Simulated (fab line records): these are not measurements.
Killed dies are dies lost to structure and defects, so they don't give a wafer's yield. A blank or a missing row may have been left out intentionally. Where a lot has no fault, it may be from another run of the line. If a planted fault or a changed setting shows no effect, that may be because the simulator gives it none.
fab line records    flow nand-harc
record: lots: 12  wafers: 36  last-day: 33
route steps=1302 shown A_CONTACT@1047 END@1302
lots that met no fault: taken from a fault-free run of the same line
start-h: hours from the record's opening day to when the first of the lot's shown wafers began    wait-h: time in hours since the lot's previous step    " same as the row above    L1.1+2: several wafers, shown together as one row    - no value present, or no start provided    * or withheld: withheld    < > ~ a bound
route shown NAME@n: a module of which the file shows steps, and the number in the route of the first    usual: average and standard deviation across the fault-free wafers    same: alike in all rows    chamber/n: place in a boat    sites: each site's reading    _std_site: the standard deviation of these    _edge_site: outer sites' mean less inner sites'    radius-mm: how far each site lies from the wafer's centre    mask NAME#n: copy n    behind: the most recent tool/chamber to have shaped the wafer    hold: why the lot went on hold/how many hours it stayed there/how the hold came to an end    device: whichever transistor did not switch (one of n, p or np)    end of line: tests run on the same wafers once the route is complete    a step given without rows: its recipe and nothing more    killed: not the wafer's yield, but the dies lost to structure and defects at the first sort    map: shows each die of a wafer: x if killed, . if not, _ if none is there
set.NAME: the run value of the setting; set.NAME@STEP: its run value at that earlier step    model.NAME: the simulator's own value behind a step, which no gauge read
a sample of lots followed through the steps of the route, with each step as a table and each wafer as a row
services: a tool's chamber out of use, with start hour (start-h, from the record's first day; less than 0 if before it), hours out, and reason
== steps ==
step: NHARC_A_CONTACT_ETCH_124
recipe: source-w: withheld  pressure-mtorr: 20  bias-v: withheld  time-s: 140  target-depth-a: 7000  ar-flow-sccm: withheld  c4f8-flow-sccm: withheld  o2-flow-sccm: withheld  chemistry: C4F8/O2/Ar
same: time-s: 140
lot.wafer  tool             chamber  start-h  wait-h  rf-hours-counter-h
L532.1     har-cap-etch-02  0        499.11   -       84
L532.2     "                1        "        "       84
L532.5     "                0        "        "       -
L534.1     har-cap-etch-02  1        513.52   -       89
L534.3     "                1        "        "       -
L534.6     "                0        "        "       -
L533.1     har-cap-etch-01  1        515.83   -       0
L533.2     "                0        "        "       0
L533.5     "                1        "        "       -
L537.3     har-cap-etch-03  0        541.34   -       -
L537.4     "                1        "        "       -
L537.6     "                0        "        "       -
L540.2     har-cap-etch-01  1        570.71   -       10
L540.4     "                1        "        "       -
L540.6     "                0        "        "       -
L546.3     har-cap-etch-01  0        648.85   -       -
L546.5     "                0        "        "       -
L546.6     "                1        "        "       -
L547.2     har-cap-etch-02  0        650.67   -       113
L547.4     "                0        "        "       -
L547.5     "                0        "        "       -
L549.2     har-cap-etch-03  0        664.62   -       72
L549.3     "                1        "        "       -
L549.6     "                1        "        "       -
L550.1     har-cap-etch-01  0        675.17   -       31
L550.3     "                0        "        "       -
L550.5     "                1        "        "       -
L551.3     har-cap-etch-02  0        688.25   -       -
L551.5     "                1        "        "       -
L551.6     "                0        "        "       -
L552.1     har-cap-etch-01  0        697.23   -       36
L552.4     "                1        "        "       -
L552.5     "                0        "        "       -
L555.1     har-cap-etch-03  0        739.37   -       84
L555.3     "                1        "        "       -
L555.4     "                0        "        "       -
step: NHARC_A_CONTACT_ETCH_129
recipe: source-w: withheld  pressure-mtorr: 20  bias-v: 3000  time-s: 197  target-depth-a: 19180  ar-flow-sccm: withheld  c4f8-flow-sccm: withheld  o2-flow-sccm: withheld  chemistry: C4F8/O2/Ar
same: time-s: 197
lot.wafer  tool             chamber  start-h  wait-h  rf-hours-counter-h
L532.1     har-cap-etch-02  0        500.02   0.1     85
L532.2     "                1        "        "       85
L532.5     "                0        "        "       -
L534.1     har-cap-etch-02  1        514.42   0.1     90
L534.3     "                1        "        "       -
L534.6     "                0        "        "       -
L533.1     har-cap-etch-01  1        516.73   0.1     1
L533.2     "                0        "        "       1
L533.5     "                1        "        "       -
L537.3     har-cap-etch-03  0        542.24   0.1     -
L537.4     "                1        "        "       -
L537.6     "                0        "        "       -
L540.2     har-cap-etch-01  1        571.62   0.1     11
L540.4     "                1        "        "       -
L540.6     "                0        "        "       -
L546.3     har-cap-etch-01  0        649.74   0.1     -
L546.5     "                0        "        "       -
L546.6     "                1        "        "       -
L547.2     har-cap-etch-02  0        651.57   0.1     113
L547.4     "                0        "        "       -
L547.5     "                0        "        "       -
L549.2     har-cap-etch-03  0        665.83   0.2     73
L549.3     "                1        "        "       -
L549.6     "                1        "        "       -
L550.1     har-cap-etch-01  0        676.08   0.1     31
L550.3     "                0        "        "       -
L550.5     "                1        "        "       -
L551.3     har-cap-etch-02  0        689.15   0.1     -
L551.5     "                1        "        "       -
L551.6     "                0        "        "       -
L552.1     har-cap-etch-01  0        698.13   0.1     37
L552.4     "                1        "        "       -
L552.5     "                0        "        "       -
L555.1     har-cap-etch-03  0        740.27   0.1     85
L555.3     "                1        "        "       -
L555.4     "                0        "        "       -
step: NHARC_A_CONTACT_ETCH_133
recipe: source-w: withheld  pressure-mtorr: 20  bias-v: 400  time-s: 374  target-depth-a: 16100  ar-flow-sccm: withheld  c4f8-flow-sccm: 11.5  o2-flow-sccm: 7.2  chemistry: C4F8/O2/Ar
same: time-s: 374
lot.wafer  tool             chamber  start-h  wait-h  rf-hours-counter-h
L532.1     har-cap-etch-02  0        500.73   0.1     85
L532.2     "                1        "        "       85
L532.5     "                0        "        "       -
L534.1     har-cap-etch-02  1        515.13   0.1     91
L534.3     "                1        "        "       -
L534.6     "                0        "        "       -
L533.1     har-cap-etch-01  1        517.43   0.1     1
L533.2     "                0        "        "       1
L533.5     "                1        "        "       -
L537.3     har-cap-etch-03  0        543.25   0.3     -
L537.4     "                1        "        "       -
L537.6     "                0        "        "       -
L540.2     har-cap-etch-01  1        572.33   0.1     11
L540.4     "                1        "        "       -
L540.6     "                0        "        "       -
L546.3     har-cap-etch-01  0        650.53   0.2     -
L546.5     "                0        "        "       -
L546.6     "                1        "        "       -
L547.2     har-cap-etch-02  0        652.33   0.2     114
L547.4     "                0        "        "       -
L547.5     "                0        "        "       -
L549.2     har-cap-etch-03  0        666.83   0.3     73
L549.3     "                1        "        "       -
L549.6     "                1        "        "       -
L550.1     har-cap-etch-01  0        676.83   0.2     32
L550.3     "                0        "        "       -
L550.5     "                1        "        "       -
L551.3     har-cap-etch-02  0        689.98   0.3     -
L551.5     "                1        "        "       -
L551.6     "                0        "        "       -
L552.1     har-cap-etch-01  0        698.88   0.2     37
L552.4     "                1        "        "       -
L552.5     "                0        "        "       -
L555.1     har-cap-etch-03  0        741.02   0.2     86
L555.3     "                1        "        "       -
L555.4     "                0        "        "       -
step: NHARC_A_CONTACT_CD_MEAS_80
usual: cd-nm: 289.4/1.1
lot.wafer  tool       chamber  start-h  wait-h  cd-nm
L532.1     cd-sem-03  -        501.74   -       289.7
L532.2     "          -        "        "       290.4
L532.5     "          -        "        "       291.1
L534.1     cd-sem-03  -        516.17   -       290.9
L534.3     "          -        "        "       290.7
L534.6     "          -        "        "       291.0
L533.1     cd-sem-02  -        518.43   -       289.3
L533.2     "          -        "        "       291.1
L533.5     "          -        "        "       289.3
L537.3     cd-sem-02  -        544.21   -       290.9
L537.4     "          -        "        "       290.8
L537.6     "          -        "        "       289.0
L540.2     cd-sem-02  -        573.34   -       288.4
L540.4     "          -        "        "       288.7
L540.6     "          -        "        "       285.5
L546.3     cd-sem-03  -        651.40   -       289.9
L546.5     "          -        "        "       289.7
L546.6     "          -        "        "       289.4
L547.2     cd-sem-03  -        653.26   -       288.9
L547.4     "          -        "        "       289.7
L547.5     "          -        "        "       288.8
L549.2     cd-sem-02  -        670.39   -       290.5
L549.3     "          -        "        "       289.3
L549.6     "          -        "        "       289.5
L550.1     cd-sem-03  -        677.81   -       288.8
L550.3     "          -        "        "       289.5
L550.5     "          -        "        "       289.4
L551.3     cd-sem-02  -        690.78   -       289.6
L551.5     "          -        "        "       289.1
L551.6     "          -        "        "       288.9
L552.1     cd-sem-01  -        699.81   -       287.6
L552.4     "          -        "        "       288.3
L552.5     "          -        "        "       289.7
L555.1     cd-sem-03  -        741.96   -       286.3
L555.3     "          -        "        "       286.1
L555.4     "          -        "        "       287.7
step: NHARC_A_CONTACT_ETCH_106
recipe: target-depth-a: 900  overetch-a: 90  time-s: 49.5  ion-energy-ev: 100  cf4-flow-sccm: 80  o2-flow-sccm: 20  ar-flow-sccm: 0  rf-w: 300  bias-w: 100  chemistry: CF4/O2
usual: bias-w: 100.03/0.27  drypump-motor-current-A: 5.7/0.55  oes-product-au: 1.001/0.016  rf-vpp-V: 197.4/1.2  showerhead-plenum-p-Torr: 1.32/0.043  throttle-valve-pct: 13.397/0.0089
same: time-s: 49.5
lot.wafer  tool         chamber  start-h  wait-h  bias-w  drypump-motor-current-A  oes-product-au  rf-hours-counter-h  rf-vpp-V  showerhead-plenum-p-Torr  throttle-valve-pct
L532.2     rie-diel-13  2        502.30   0.1     100.04  5.9                      0.970           54                  196.5     1.29                      13.387
L532.1     "            3        "        "       100.13  6.2                      0.979           53                  198.3     1.31                      13.394
L532.5     "            3        "        "       100.21  6.2                      0.976           -                   197.3     1.31                      13.384
L534.3     rie-diel-06  1        516.47   0.1     100.12  6.2                      0.994           5                   198.2     1.40                      13.398
L534.1     "            0        "        "       100.45  5.0                      0.994           5                   198.6     1.32                      13.406
L534.6     "            1        "        "       100.13  6.2                      0.998           -                   198.4     1.40                      13.405
L533.1     rie-diel-06  0        518.73   0.1     99.73   5.0                      0.993           5                   197.0     1.32                      13.406
L533.2     "            1        "        "       99.97   6.3                      0.997           5                   199.0     1.40                      13.412
L533.5     "            2        "        "       99.98   5.6                      0.995           -                   196.3     1.26                      13.386
L537.4     rie-diel-13  1        544.73   0.1     100.33  5.6                      1.003           7                   195.9     1.29                      13.381
L537.3     "            2        "        "       99.89   5.9                      0.972           8                   196.0     1.29                      13.398
L537.6     "            1        "        "       99.85   5.7                      1.012           -                   197.6     1.29                      13.385
L540.4     rie-diel-01  0        573.63   0.1     99.41   6.3                      1.025           1                   196.7     1.28                      13.409
L540.2     "            3        "        "       99.79   5.6                      1.038           1                   196.1     1.30                      13.405
L540.6     "            1        "        "       100.44  4.8                      1.003           -                   197.1     1.31                      13.398
L546.3     rie-diel-01  2        651.69   0.1     99.91   5.3                      0.994           28                  198.2     1.32                      13.390
L546.5     "            2        "        "       99.65   5.3                      0.990           -                   196.1     1.32                      13.376
L546.6     "            3        "        "       100.34  5.6                      1.033           -                   197.6     1.30                      13.399
L547.4     rie-diel-06  3        653.56   0.1     99.93   6.5                      1.000           31                  199.2     1.36                      13.389
L547.2     "            0        "        "       99.92   5.0                      1.006           30                  196.9     1.32                      13.399
L547.5     "            2        "        "       100.18  5.6                      0.992           -                   197.2     1.25                      13.403
L549.3     rie-diel-06  0        670.68   0.1     99.66   5.0                      0.994           0                   198.8     1.32                      13.403
L549.2     "            3        "        "       99.75   6.5                      0.991           0                   198.3     1.35                      13.396
L549.6     "            0        "        "       99.93   5.0                      1.006           -                   197.9     1.32                      13.381
L550.3     rie-diel-01  0        678.13   0.1     100.14  6.3                      1.037           34                  198.2     1.27                      13.395
L550.1     "            2        "        "       100.31  5.2                      0.996           37                  196.9     1.31                      13.399
L550.5     "            3        "        "       100.49  5.6                      1.042           -                   197.9     1.29                      13.400
L551.3     rie-diel-01  0        691.07   0.1     99.91   6.3                      1.011           37                  196.2     1.27                      13.390
L551.5     "            3        "        "       100.37  5.6                      1.036           -                   196.0     1.29                      13.405
L551.6     "            0        "        "       99.96   6.3                      1.017           -                   197.2     1.27                      13.396
L552.4     rie-diel-06  2        700.10   0.0     99.86   5.6                      1.011           5                   195.7     1.25                      13.400
L552.1     "            1        "        "       100.26  6.2                      0.995           6                   198.7     1.39                      13.410
L552.5     "            2        "        "       100.38  5.6                      1.001           -                   196.1     1.25                      13.395
L555.3     rie-diel-06  2        742.31   0.1     99.90   5.6                      1.002           13                  196.4     1.25                      13.396
L555.1     "            3        "        "       100.03  6.5                      0.995           13                  197.6     1.35                      13.388
L555.4     "            0        "        "       100.60  5.0                      0.992           13                  196.9     1.32                      13.398
step: NHARC_END_SORT_01
recipe: temp-c: 25
usual: killed-at-array: 55/17  killed-at-other: 0.9/1.2  killed-at-periphery: 3.7/2.5  killed-dies: 59/18  killed-open: 3.4/1.9  killed-short: 2.6/1.6
same: gross-dies: 677
lot.wafer  tool       chamber  start-h  wait-h  killed-at-array  killed-at-other  killed-at-periphery  killed-dies  killed-open  killed-short
L537.4     prober-01  0        626.21   3.4     23               0                3                    26           5            5
L537.6     prober-01  0        627.82   4.0     22               0                2                    24           7            3
killed by level:class
L537.4 A_CHANNEL_HOLE_D2:chamber-film-flake=7 A_CHANNEL_HOLE_D1:chamber-film-flake=3 A_CHANNEL_FILL_D1:geometric-particle:short=2 A_ONON_D2:geometric-particle:open=2 P_STI:chamber-film-flake=2 A_DECK1_JOINT:chamber-film-flake=2 P_M0:geometric-particle:open=1 A_ONON_D1:geometric-particle:short=1
L537.6 A_CHANNEL_HOLE_D1:chamber-film-flake=7 A_CHANNEL_HOLE_D2:chamber-film-flake=3 A_CHANNEL_FILL_D1:geometric-particle:open=2 A_BLC:geometric-particle:open=2 A_CONTACT:chamber-film-flake=2 P_CONTACT:geometric-particle:open=1 A_CHANNEL_HOLE_D1:geometric-particle:short=1 A_CHANNEL_FILL_D2:geometric-particle:short=1
== services ==
tool             chamber  start-h  hours  kind
rie-diel-06      -        484.24   9.0    pm
rie-diel-06      0        484.24   9.0    vent-cycle
rie-diel-06      1        484.24   9.0    vent-cycle
rie-diel-06      2        484.24   9.0    vent-cycle
har-cap-etch-01  -        497.00   17.0   pm
har-cap-etch-01  0        497.00   17.0   vent-cycle
har-cap-etch-01  1        497.00   17.0   vent-cycle
har-cap-etch-01  0        514.00   -      clean
har-cap-etch-01  0        514.00   -      consumable-replace:focus-ring
har-cap-etch-01  1        514.00   -      clean
har-cap-etch-02  -        515.90   0.5    repair
rie-diel-13      -        519.00   9.0    pm
rie-diel-01      -        539.76   0.4    repair
rie-diel-01      -        560.59   9.0    pm
rie-diel-06      2        586.16   8.3    repair
har-cap-etch-01  -        624.35   0.1    repair
har-cap-etch-03  -        648.00   0.6    repair
rie-diel-13      3        648.51   3.9    repair
rie-diel-06      -        661.24   9.0    pm
rie-diel-01      1        671.97   9.8    repair
rie-diel-13      -        696.00   9.0    pm
rie-diel-01      3        716.07   5.5    repair
rie-diel-01      0        732.07   7.7    repair
rie-diel-01      -        737.59   9.0    pm
== key ==
first-sign: step: NHARC_A_CONTACT_CD_MEAS_80  reading: cd-nm  direction: down  sigmas: 3.5  usual: 289.4  struck: 285.5
effect none on later readings
met-at NHARC_A_CONTACT_ETCH_133
struck-lots L540
struck-wafers L540.6
tester-left-out L540
not-acting-at NHARC_A_CONTACT_ETCH_124,NHARC_A_CONTACT_ETCH_129,NHARC_A_CONTACT_ETCH_106
onset-between 517.43 572.33
fault: kind: process-parameter-drift  tool: har-cap-etch-01  chamber: 0  onset-h: 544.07  steps: NHARC_A_CONTACT_ETCH_133  channel: bias-v  offset: withheld  shape: step  end-h: 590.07  acts-in: *
tester-left-out: of these lots the tester's yield and bins aren't shown, on N5 and GAA mostly nor the transistor test; their killed dies are dies lost to structure and defects alone, not to doping, threshold or leakage, so they don't give the yield
